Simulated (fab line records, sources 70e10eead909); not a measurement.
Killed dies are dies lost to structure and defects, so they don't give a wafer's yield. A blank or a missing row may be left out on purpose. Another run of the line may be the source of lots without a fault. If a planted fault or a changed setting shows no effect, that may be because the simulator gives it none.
fab line records :: flow nand_harc
record
  lots=3
  wafers=9
  last_day=32
route steps=1302 shown A_CHANNEL_HOLE_D1@461 END@1302
lots that met no fault: from a run of the same line without faults
start_h: the number of hours between the record's first day and the start of the first shown wafer of the lot :: wait_h: hours from the lot's prior step to this one :: " unchanged from the row above :: L1.1+2: one row covering several wafers at once :: - no value, or no start given :: * or withheld: withheld :: < > ~ a bound
route shown NAME@n: NAME is a module with steps in the file, n the number in the route of the first one :: usual: mean and standard deviation over wafers with no fault :: same: alike in all rows :: chamber/n: place in a boat :: sites: each site's reading :: _std_site: their standard deviation :: _edge_site: outer sites' mean less inner sites' :: radius_mm: how far each site lies from the wafer's centre :: mask NAME#n: copy n :: behind: the most recent tool/chamber to have shaped the wafer :: hold: the reason the lot was held/the length of the hold in hours/how it ended :: device: which transistor (n, p or np) failed to switch :: end of line: the tests these same wafers got at the end of their route :: for a step that has no rows: nothing shown but its recipe :: killed: at the first sort, the dies lost to defects and structure; wafer yield is something else :: map: the dies of a wafer, with x for killed, . for not killed, _ for no die there
set.NAME: the setting as run; set.NAME@STEP: as run at that earlier step :: model.NAME: the simulator's own value behind a step, which no gauge read
lots seen at some steps along the route; tables by step, rows by wafer
services: a tool's chamber out of use, with start hour (start_h, from the record's first day; less than 0 if before it), hours out, and reason
## steps
# step NHARC_A_CHANNEL_HOLE_D1_DEVELOP_09
# recipe
  develop_time_s=35
  dev_temp_c=23
# step NHARC_A_CHANNEL_HOLE_D1_DESCUM_15
# recipe
  time_s=3
  o2_flow_sccm=200
  ar_flow_sccm=0
  bias_power_w=0
  chemistry=O2
# step NHARC_A_CHANNEL_HOLE_D1_ETCH_38
# recipe
  target_depth_a=390
  over_etch_frac=0.3
  time_s=65
  ion_energy_ev=80
  cf4_flow_sccm=150
  ar_flow_sccm=0
  rf_w=300
  bias_w=100
  chemistry=CF4
# step NHARC_A_CHANNEL_HOLE_D1_ETCH_39
# recipe
  target_depth_a=2600
  over_etch_frac=0.3
  time_s=325
  ion_energy_ev=200
  n2_flow_sccm=150
  h2_flow_sccm=150
  ar_flow_sccm=0
  rf_w=400
  bias_w=150
  chemistry=N2/H2
# step NHARC_A_CHANNEL_HOLE_D1_ETCH_34
# recipe
  target_depth_a=1540
  time_s=77
  cf4_flow_sccm=100
  chf3_flow_sccm=30
  ar_flow_sccm=0
  rf_w=500
  bias_w=200
  chemistry=CF4/CHF3
# step NHARC_A_CHANNEL_HOLE_D1_ETCH_16
# recipe
  target_depth_a=31000
  over_etch_frac=0.3
  time_s=806
  ion_energy_ev=150
  o2_flow_sccm=400
  cos_flow_sccm=20
  ar_flow_sccm=0
  rf_w=500
  bias_w=300
  chemistry=O2/COS
# step NHARC_A_CHANNEL_HOLE_D1_ETCH_19
# recipe
  bias_v=1200
  source_w=2500
  pressure_mtorr=15
  time_s=34.5
  ar_flow_sccm=375
  c4f8_flow_sccm=28.8
  o2_flow_sccm=96.2
  temp_c=-20
  target_depth_a=*
  chemistry=C4F8/O2/Ar
# step NHARC_A_CHANNEL_HOLE_D1_ETCH_20
# recipe
  bias_v=3000
  source_w=withheld
  pressure_mtorr=20
  time_s=361.9
  ar_flow_sccm=375
  c4f8_flow_sccm=89.3
  o2_flow_sccm=35.7
  temp_c=-20
  target_depth_a=16000
  chemistry=C4F8/O2/Ar
# step NHARC_A_CHANNEL_HOLE_D1_ETCH_21
# recipe
  bias_v=3000
  source_w=withheld
  pressure_mtorr=20
  time_s=514.3
  ar_flow_sccm=375
  c4f8_flow_sccm=89.3
  o2_flow_sccm=35.7
  temp_c=-20
  target_depth_a=16000
  chemistry=C4F8/O2/Ar
# usual
  c4f8_flow_sccm=89.29/0.25
  chamber_pressure_mTorr=20.000/0.019
  drypump_motor_current_A=5.76/0.13
  showerhead_plenum_p_Torr=3.63/0.12
  throttle_valve_pct=32.156/0.0093
lot.wafer: L815.1
tool: har_etch-02
chamber: 0
start_h: 275.16
wait_h: 0.3
c4f8_flow_sccm: 89.28
chamber_pressure_mTorr: 19.966
drypump_motor_current_A: 5.64
rf_hours_counter_h: 351
showerhead_plenum_p_Torr: 3.49
throttle_valve_pct: 32.150

lot.wafer: L815.2
tool: har_etch-02
chamber: 1
start_h: 275.16
wait_h: 0.3
c4f8_flow_sccm: 89.00
chamber_pressure_mTorr: 20.017
drypump_motor_current_A: 5.62
rf_hours_counter_h: 351
showerhead_plenum_p_Torr: 3.63
throttle_valve_pct: 32.158

lot.wafer: L815.5
tool: har_etch-02
chamber: 0
start_h: 275.16
wait_h: 0.3
c4f8_flow_sccm: 89.29
chamber_pressure_mTorr: 19.994
drypump_motor_current_A: 5.66
rf_hours_counter_h: -
showerhead_plenum_p_Torr: 3.49
throttle_valve_pct: 32.145

lot.wafer: L823.1
tool: har_etch-02
chamber: 0
start_h: 366.11
wait_h: 0.3
c4f8_flow_sccm: -
chamber_pressure_mTorr: -
drypump_motor_current_A: -
rf_hours_counter_h: -
showerhead_plenum_p_Torr: -
throttle_valve_pct: -

lot.wafer: L823.2
tool: har_etch-02
chamber: 1
start_h: 366.11
wait_h: 0.3
c4f8_flow_sccm: -
chamber_pressure_mTorr: -
drypump_motor_current_A: -
rf_hours_counter_h: -
showerhead_plenum_p_Torr: -
throttle_valve_pct: -

lot.wafer: L823.6
tool: har_etch-02
chamber: 1
start_h: 366.11
wait_h: 0.3
c4f8_flow_sccm: -
chamber_pressure_mTorr: -
drypump_motor_current_A: -
rf_hours_counter_h: -
showerhead_plenum_p_Torr: -
throttle_valve_pct: -

lot.wafer: L825.2
tool: har_etch-02
chamber: 0
start_h: 374.45
wait_h: 0.3
c4f8_flow_sccm: 89.30
chamber_pressure_mTorr: 19.995
drypump_motor_current_A: 5.69
rf_hours_counter_h: 413
showerhead_plenum_p_Torr: 3.46
throttle_valve_pct: 32.144

lot.wafer: L825.4
tool: har_etch-02
chamber: 0
start_h: 374.45
wait_h: 0.3
c4f8_flow_sccm: 89.34
chamber_pressure_mTorr: 19.976
drypump_motor_current_A: 5.67
rf_hours_counter_h: -
showerhead_plenum_p_Torr: 3.46
throttle_valve_pct: 32.165

lot.wafer: L825.5
tool: har_etch-02
chamber: 1
start_h: 374.45
wait_h: 0.3
c4f8_flow_sccm: 89.44
chamber_pressure_mTorr: 20.002
drypump_motor_current_A: 5.65
rf_hours_counter_h: -
showerhead_plenum_p_Torr: 3.59
throttle_valve_pct: 32.142
# step NHARC_A_CHANNEL_HOLE_D1_ETCH_22
# recipe
  bias_v=3000
  source_w=withheld
  pressure_mtorr=20
  time_s=666.7
  ar_flow_sccm=375
  c4f8_flow_sccm=89.3
  o2_flow_sccm=35.7
  temp_c=-20
  target_depth_a=16000
  chemistry=C4F8/O2/Ar
# step NHARC_A_CHANNEL_HOLE_D1_ETCH_23
# recipe
  bias_v=5000
  source_w=withheld
  pressure_mtorr=20
  time_s=819
  ar_flow_sccm=375
  c4f8_flow_sccm=89.3
  o2_flow_sccm=35.7
  temp_c=-20
  target_depth_a=16000
  chemistry=C4F8/O2/Ar
# step NHARC_A_CHANNEL_HOLE_D1_ETCH_24
# recipe
  bias_v=5000
  source_w=withheld
  pressure_mtorr=20
  time_s=906.2
  ar_flow_sccm=375
  c4f8_flow_sccm=93.8
  o2_flow_sccm=31.2
  temp_c=-20
  target_depth_a=15000
  chemistry=C4F8/O2/Ar
# step NHARC_A_CHANNEL_HOLE_D1_ETCH_25
# recipe
  bias_v=5000
  source_w=withheld
  pressure_mtorr=20
  time_s=1040.2
  ar_flow_sccm=375
  c4f8_flow_sccm=93.8
  o2_flow_sccm=31.2
  temp_c=-20
  target_depth_a=15000
  chemistry=C4F8/O2/Ar
# step NHARC_A_CHANNEL_HOLE_D1_ETCH_26
# recipe
  bias_v=300
  source_w=2000
  pressure_mtorr=30
  time_s=224.1
  ar_flow_sccm=375
  c4f8_flow_sccm=11.4
  o2_flow_sccm=113.6
  temp_c=-20
  target_depth_a=3000
  chemistry=C4F8/O2/Ar
# step NHARC_A_CHANNEL_HOLE_D1_ETCH_33
# recipe
  bias_v=400
  source_w=2000
  pressure_mtorr=25
  time_s=90
  ar_flow_sccm=375
  c4f8_flow_sccm=41.7
  o2_flow_sccm=83.3
  temp_c=-20
  target_depth_a=4000
  chemistry=C4F8/O2/Ar
# step NHARC_A_CHANNEL_HOLE_D1_STRIP_41
# recipe
  n2_flow_sccm=150
  h2_flow_sccm=150
  ar_flow_sccm=0
  bias_w=0
  chemistry=N2/H2
# step NHARC_A_CHANNEL_HOLE_D1_STRIP_42
# recipe
  cf4_flow_sccm=100
  chf3_flow_sccm=30
  ar_flow_sccm=0
  bias_w=0
  chemistry=CF4/CHF3
# step NHARC_A_CHANNEL_HOLE_D1_STRIP_43
# recipe
  o2_flow_sccm=400
  cos_flow_sccm=20
  ar_flow_sccm=0
  bias_w=0
  chemistry=O2/COS
# step NHARC_A_CHANNEL_HOLE_D1_ETCH_44
# recipe
  target_depth_a=1400
  overetch_a=140
  time_s=77
  ion_energy_ev=100
  cf4_flow_sccm=80
  o2_flow_sccm=20
  ar_flow_sccm=0
  rf_w=300
  bias_w=100
  chemistry=CF4/O2
# usual
  bias_w=100.0/0.32
  cf4_flow_sccm=80.00/0.25
  drypump_motor_current_A=5.8/0.4
  oes_product_au=0.999/0.011
  rf_vpp_V=197.6/1.5
  showerhead_plenum_p_Torr=1.32/0.062
  throttle_valve_pct=13.397/0.0094
lot.wafer: L815.1
tool: rie_diel-03
chamber: 0
start_h: 279.46
wait_h: 0.1
bias_w: 99.5
cf4_flow_sccm: 80.10
drypump_motor_current_A: 5.4
oes_product_au: 0.997
rf_hours_counter_h: 16
rf_vpp_V: 195.9
showerhead_plenum_p_Torr: 1.24
throttle_valve_pct: 13.403
model.A_CHANNEL_HOLE_D1.cd_nm: 88.68

lot.wafer: L815.2
tool: rie_diel-03
chamber: 1
start_h: 279.46
wait_h: 0.1
bias_w: 100.0
cf4_flow_sccm: 79.98
drypump_motor_current_A: 5.5
oes_product_au: 0.994
rf_hours_counter_h: 14
rf_vpp_V: 199.0
showerhead_plenum_p_Torr: 1.42
throttle_valve_pct: 13.389
model.A_CHANNEL_HOLE_D1.cd_nm: 89

lot.wafer: L815.5
tool: rie_diel-03
chamber: 2
start_h: 279.46
wait_h: 0.1
bias_w: 99.8
cf4_flow_sccm: 80.47
drypump_motor_current_A: 5.5
oes_product_au: 0.987
rf_hours_counter_h: -
rf_vpp_V: 195.4
showerhead_plenum_p_Torr: 1.29
throttle_valve_pct: 13.401
model.A_CHANNEL_HOLE_D1.cd_nm: 91.76

lot.wafer: L823.1
tool: rie_diel-03
chamber: 2
start_h: 370.44
wait_h: 0.1
bias_w: 100.4
cf4_flow_sccm: 80.51
drypump_motor_current_A: 5.5
oes_product_au: 0.992
rf_hours_counter_h: 7
rf_vpp_V: 196.5
showerhead_plenum_p_Torr: 1.29
throttle_valve_pct: 13.407
model.A_CHANNEL_HOLE_D1.cd_nm: 101.4

lot.wafer: L823.2
tool: rie_diel-03
chamber: 0
start_h: 370.44
wait_h: 0.1
bias_w: 99.8
cf4_flow_sccm: 79.88
drypump_motor_current_A: 5.4
oes_product_au: 1.003
rf_hours_counter_h: 7
rf_vpp_V: 194.6
showerhead_plenum_p_Torr: 1.24
throttle_valve_pct: 13.405
model.A_CHANNEL_HOLE_D1.cd_nm: 101.7

lot.wafer: L823.6
tool: rie_diel-03
chamber: 2
start_h: 370.44
wait_h: 0.1
bias_w: 100.1
cf4_flow_sccm: 79.97
drypump_motor_current_A: 5.5
oes_product_au: 1.011
rf_hours_counter_h: -
rf_vpp_V: 199.0
showerhead_plenum_p_Torr: 1.29
throttle_valve_pct: 13.396
model.A_CHANNEL_HOLE_D1.cd_nm: 101.6

lot.wafer: L825.4
tool: rie_diel-03
chamber: 0
start_h: 378.78
wait_h: 0.1
bias_w: 99.7
cf4_flow_sccm: 79.79
drypump_motor_current_A: 5.4
oes_product_au: 0.992
rf_hours_counter_h: 8
rf_vpp_V: 196.7
showerhead_plenum_p_Torr: 1.24
throttle_valve_pct: 13.397
model.A_CHANNEL_HOLE_D1.cd_nm: 88.59

lot.wafer: L825.2
tool: rie_diel-03
chamber: 1
start_h: 378.78
wait_h: 0.1
bias_w: 99.7
cf4_flow_sccm: 79.59
drypump_motor_current_A: 5.5
oes_product_au: 0.986
rf_hours_counter_h: 8
rf_vpp_V: 199.0
showerhead_plenum_p_Torr: 1.42
throttle_valve_pct: 13.386
model.A_CHANNEL_HOLE_D1.cd_nm: 91.19

lot.wafer: L825.5
tool: rie_diel-03
chamber: 3
start_h: 378.78
wait_h: 0.1
bias_w: 100.0
cf4_flow_sccm: 80.01
drypump_motor_current_A: 6.4
oes_product_au: 0.987
rf_hours_counter_h: -
rf_vpp_V: 197.2
showerhead_plenum_p_Torr: 1.37
throttle_valve_pct: 13.401
model.A_CHANNEL_HOLE_D1.cd_nm: 89.53
# step NHARC_A_CHANNEL_HOLE_D1_STRIP_27
# recipe
  o2_flow_sccm=500
  ar_flow_sccm=0
  bias_w=0
  chemistry=O2
# step NHARC_A_CHANNEL_HOLE_D1_PRECLEAN_28
# recipe
  time_s=*
  temp_c=50
  bath_age_min=0
  chemistry=SC1
# step NHARC_A_CHANNEL_HOLE_D1_SRD_29
# step NHARC_A_CHANNEL_HOLE_D1_CD_MEAS_30
# usual
  cd_nm=90.3/1.4
lot.wafer: L815.1
tool: cd_sem-01
chamber: -
start_h: 280.24
wait_h: -
cd_nm: 89.5

lot.wafer: L815.2
tool: cd_sem-01
chamber: -
start_h: 280.24
wait_h: -
cd_nm: 88.6

lot.wafer: L815.5
tool: cd_sem-01
chamber: -
start_h: 280.24
wait_h: -
cd_nm: 91.4

lot.wafer: L823.1
tool: cd_sem-01
chamber: -
start_h: 371.23
wait_h: -
cd_nm: 0.0

lot.wafer: L823.2
tool: cd_sem-01
chamber: -
start_h: 371.23
wait_h: -
cd_nm: 0.2

lot.wafer: L823.6
tool: cd_sem-01
chamber: -
start_h: 371.23
wait_h: -
cd_nm: 0.1

lot.wafer: L825.2
tool: cd_sem-01
chamber: -
start_h: 379.57
wait_h: -
cd_nm: 90.7

lot.wafer: L825.4
tool: cd_sem-01
chamber: -
start_h: 379.57
wait_h: -
cd_nm: 88.3

lot.wafer: L825.5
tool: cd_sem-01
chamber: -
start_h: 379.57
wait_h: -
cd_nm: 89.6
# step NHARC_A_CHANNEL_HOLE_D1_XSEM_31
# recipe
  landing_energy_ev=35000
# usual
  bot_cd_nm=74.8/1.4
  tilt_deg=0.08/0.031
# same
  landing_energy_ev=35000
lot.wafer: L815.1
tool: xsem-01
chamber: 0
start_h: 280.32
wait_h: 0.1
bot_cd_nm: 73.4
tilt_deg: 0.12

lot.wafer: L815.2
tool: xsem-01
chamber: 0
start_h: 280.32
wait_h: 0.1
bot_cd_nm: 73.0
tilt_deg: 0.12

lot.wafer: L815.5
tool: xsem-01
chamber: 0
start_h: 280.32
wait_h: 0.1
bot_cd_nm: 75.7
tilt_deg: 0.12

lot.wafer: L823.1
tool: xsem-02
chamber: 0
start_h: 371.32
wait_h: 0.1
bot_cd_nm: 0.0
tilt_deg: 0.07

lot.wafer: L823.2
tool: xsem-02
chamber: 0
start_h: 371.32
wait_h: 0.1
bot_cd_nm: 0.0
tilt_deg: 0.07

lot.wafer: L823.6
tool: xsem-02
chamber: 0
start_h: 371.32
wait_h: 0.1
bot_cd_nm: 0.0
tilt_deg: 0.07

lot.wafer: L825.2
tool: xsem-02
chamber: 0
start_h: 379.67
wait_h: 0.1
bot_cd_nm: 76.4
tilt_deg: 0.06

lot.wafer: L825.4
tool: xsem-02
chamber: 0
start_h: 379.67
wait_h: 0.1
bot_cd_nm: 73.6
tilt_deg: 0.05

lot.wafer: L825.5
tool: xsem-02
chamber: 0
start_h: 379.67
wait_h: 0.1
bot_cd_nm: 74.2
tilt_deg: 0.05
# step NHARC_END_SORT_01
# recipe
  temp_c=25
# usual
  killed_at_array=53/20
  killed_at_other=1/1.2
  killed_at_periphery=3.7/2.6
  killed_dies=58/20
  killed_open=3.5/1.8
  killed_short=2.4/1.7
# same
  gross_dies=677
lot.wafer: L823.1
tool: prober-01
chamber: 0
start_h: 737.91
wait_h: 2.5
killed_at_array: 675
killed_at_other: 0
killed_at_periphery: 2
killed_dies: 677
killed_open: 5
killed_short: 1

lot.wafer: L823.2
tool: prober-01
chamber: 0
start_h: 738.71
wait_h: 2.8
killed_at_array: 674
killed_at_other: 0
killed_at_periphery: 3
killed_dies: 677
killed_open: 4
killed_short: 2

lot.wafer: L823.6
tool: prober-01
chamber: 0
start_h: 741.92
wait_h: 4.0
killed_at_array: 675
killed_at_other: 0
killed_at_periphery: 2
killed_dies: 677
killed_open: 2
killed_short: 2
# killed by level:class
L823.1 A_CHANNEL_HOLE_D1:area_etch=629 A_CHANNEL_HOLE_D1:chamber_film_flake=32 A_SLIT:chamber_film_flake=4 A_CONTACT:chamber_film_flake=4 P_CONTACT:geometric_particle:open=1 P_M2:geometric_particle:open=1 A_SGD_CUT:geometric_particle:short=1 A_WL_FILL:geometric_particle:open=1
L823.2 A_CHANNEL_HOLE_D1:area_etch=631 A_CHANNEL_HOLE_D1:chamber_film_flake=28 A_CONTACT:chamber_film_flake=7 A_SLIT:chamber_film_flake=3 P_CONTACT:geometric_particle:open=1 P_M0:geometric_particle:open=1 A_SOURCE_PLATE:geometric_particle:open=1 A_ONON_D2:geometric_particle:short=1
L823.6 A_CHANNEL_HOLE_D1:area_etch=630 A_CHANNEL_HOLE_D1:chamber_film_flake=25 A_SLIT:chamber_film_flake=10 A_CONTACT:chamber_film_flake=4 A_M1:geometric_particle:open=2 A_DECK1_JOINT:geometric_particle:short=1 A_CHANNEL_FILL_D2:geometric_particle:short=1 P_STI:chamber_film_flake=1
# map L823.1 (x killed, . not)
____________x____________
_________xxxxxxx_________
_______xxxxxxxxxxx_______
______xxxxxxxxxxxxx______
_____xxxxxxxxxxxxxxx_____
____xxxxxxxxxxxxxxxxx____
____xxxxxxxxxxxxxxxxx____
___xxxxxxxxxxxxxxxxxxx___
___xxxxxxxxxxxxxxxxxxx___
__xxxxxxxxxxxxxxxxxxxxx__
__xxxxxxxxxxxxxxxxxxxxx__
_xxxxxxxxxxxxxxxxxxxxxxx_
_xxxxxxxxxxxxxxxxxxxxxxx_
_xxxxxxxxxxxxxxxxxxxxxxx_
_xxxxxxxxxxxxxxxxxxxxxxx_
_xxxxxxxxxxxxxxxxxxxxxxx_
xxxxxxxxxxxxxxxxxxxxxxxxx
xxxxxxxxxxxxxxxxxxxxxxxxx
xxxxxxxxxxxxxxxxxxxxxxxxx
xxxxxxxxxxxxxxxxxxxxxxxxx
xxxxxxxxxxxxxxxxxxxxxxxxx
_xxxxxxxxxxxxxxxxxxxxxxx_
_xxxxxxxxxxxxxxxxxxxxxxx_
_xxxxxxxxxxxxxxxxxxxxxxx_
_xxxxxxxxxxxxxxxxxxxxxxx_
_xxxxxxxxxxxxxxxxxxxxxxx_
__xxxxxxxxxxxxxxxxxxxxx__
__xxxxxxxxxxxxxxxxxxxxx__
___xxxxxxxxxxxxxxxxxxx___
___xxxxxxxxxxxxxxxxxxx___
____xxxxxxxxxxxxxxxxx____
____xxxxxxxxxxxxxxxxx____
_____xxxxxxxxxxxxxxx_____
______xxxxxxxxxxxxx______
_______xxxxxxxxxxx_______
_________xxxxxxx_________
____________x____________
# map L815.5 (x killed, . not)
____________.____________
_________......._________
_______..........._______
______.........x...______
_____........xx....._____
____.x...............____
____........x........____
___.........xxx.......___
___.......x...xx......___
__...x....xx.xxxxx.....__
__..........xxxxxx.....__
_............xx..x......_
_...........xxxx.x......_
_...............x......._
_x....x..x...x.......x.._
_....x.................._
.x.......................
......x..................
....................x....
.........................
.....x...................
_..........x............_
_......................._
_..................x.x.._
_...........x......xxx.._
_..........x........x.x._
__...............xxx.xx__
__................xxxxx__
___....x..x.......x...___
___.......x...........___
____.................____
____.x...............____
_____...x..........._____
______.............______
_______x...x..x..._______
_________......._________
____________.____________
## services
tool: rie_diel-03
chamber: 0
start_h: 260.30
hours: -
kind: clean

tool: rie_diel-03
chamber: 1
start_h: 260.30
hours: -
kind: clean

tool: rie_diel-03
chamber: 2
start_h: 260.30
hours: -
kind: clean

tool: rie_diel-03
chamber: 3
start_h: 260.30
hours: -
kind: clean

tool: rie_diel-03
chamber: -
start_h: 281.44
hours: 9.0
kind: pm

tool: rie_diel-03
chamber: 0
start_h: 281.44
hours: 9.0
kind: vent_cycle

tool: rie_diel-03
chamber: 1
start_h: 281.44
hours: 9.0
kind: vent_cycle

tool: rie_diel-03
chamber: 2
start_h: 281.44
hours: 9.0
kind: vent_cycle

tool: rie_diel-03
chamber: 3
start_h: 281.44
hours: 9.0
kind: vent_cycle

tool: rie_diel-03
chamber: 0
start_h: 290.44
hours: -
kind: clean

tool: rie_diel-03
chamber: 0
start_h: 290.44
hours: -
kind: consumable_replace:focus_ring

tool: rie_diel-03
chamber: 1
start_h: 290.44
hours: -
kind: clean

tool: rie_diel-03
chamber: 2
start_h: 290.44
hours: -
kind: clean

tool: rie_diel-03
chamber: 3
start_h: 290.44
hours: -
kind: clean

tool: rie_diel-03
chamber: -
start_h: 303.67
hours: 5.1
kind: repair

tool: rie_diel-03
chamber: 0
start_h: 314.94
hours: -
kind: clean

tool: rie_diel-03
chamber: 1
start_h: 314.94
hours: -
kind: clean

tool: rie_diel-03
chamber: 2
start_h: 314.94
hours: -
kind: clean

tool: rie_diel-03
chamber: 3
start_h: 314.94
hours: -
kind: clean

tool: rie_diel-03
chamber: 3
start_h: 327.46
hours: 13.9
kind: repair

tool: rie_diel-03
chamber: 0
start_h: 339.86
hours: -
kind: clean

tool: rie_diel-03
chamber: 1
start_h: 339.86
hours: -
kind: clean

tool: xsem-01
chamber: -
start_h: 374.00
hours: 14.0
kind: pm

tool: har_etch-02
chamber: -
start_h: 378.22
hours: 17.0
kind: pm
## key
first_sign
  step=NHARC_A_CHANNEL_HOLE_D1_ETCH_21
  reading=tool_record
  direction=missing
effect
  step=NHARC_A_CHANNEL_HOLE_D1_CD_MEAS_30
  reading=cd_nm
  direction=down
  sigmas=65
  usual=90.3
  struck=0.1
effect
  step=NHARC_A_CHANNEL_HOLE_D1_XSEM_31
  reading=bot_cd_nm
  direction=down
  sigmas=52
  usual=74.8
  struck=0.0
effect
  step=NHARC_END_SORT_01
  reading=killed_at_array
  direction=up
  sigmas=32
  usual=53
  struck=675
model_effect
  step=NHARC_A_CHANNEL_HOLE_D1_ETCH_44
  value=A_CHANNEL_HOLE_D1.cd_nm
  without=89.58
  struck=101.6
more_kills_born_at
  NHARC_A_CHANNEL_HOLE_D1_ETCH_21@har_etch-02=1890
met_at NHARC_A_CHANNEL_HOLE_D1_ETCH_21
struck_wafers L823.1,L823.2,L823.6
later_rows_left_out L823.1,L823.2,L823.6
tester_left_out L823
onset_between 275.16 366.11
earlier_fault
  kind=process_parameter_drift
  tool=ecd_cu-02
  chamber=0
  onset_h=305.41
  steps=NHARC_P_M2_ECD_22
  channel=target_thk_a
  offset=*
  shape=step
  acts_in=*
  stated=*
fault
  kind=skipped_step_whole
  tool=har_etch-01,har_etch-02
  chamber=-
  onset_h=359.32
  steps=NHARC_A_CHANNEL_HOLE_D1_ETCH_21
  scope=struck_lots_only
# tester_left_out: of these lots the tester's yield and bins aren't shown, on N5 and GAA mostly nor the transistor test; their killed dies are dies lost to structure and defects alone, not to doping, threshold or leakage, so they don't give the yield
# later_rows_left_out: the simulator's readings of these wafers behind a module that went badly wrong aren't trusted and aren't shown, but for the sort
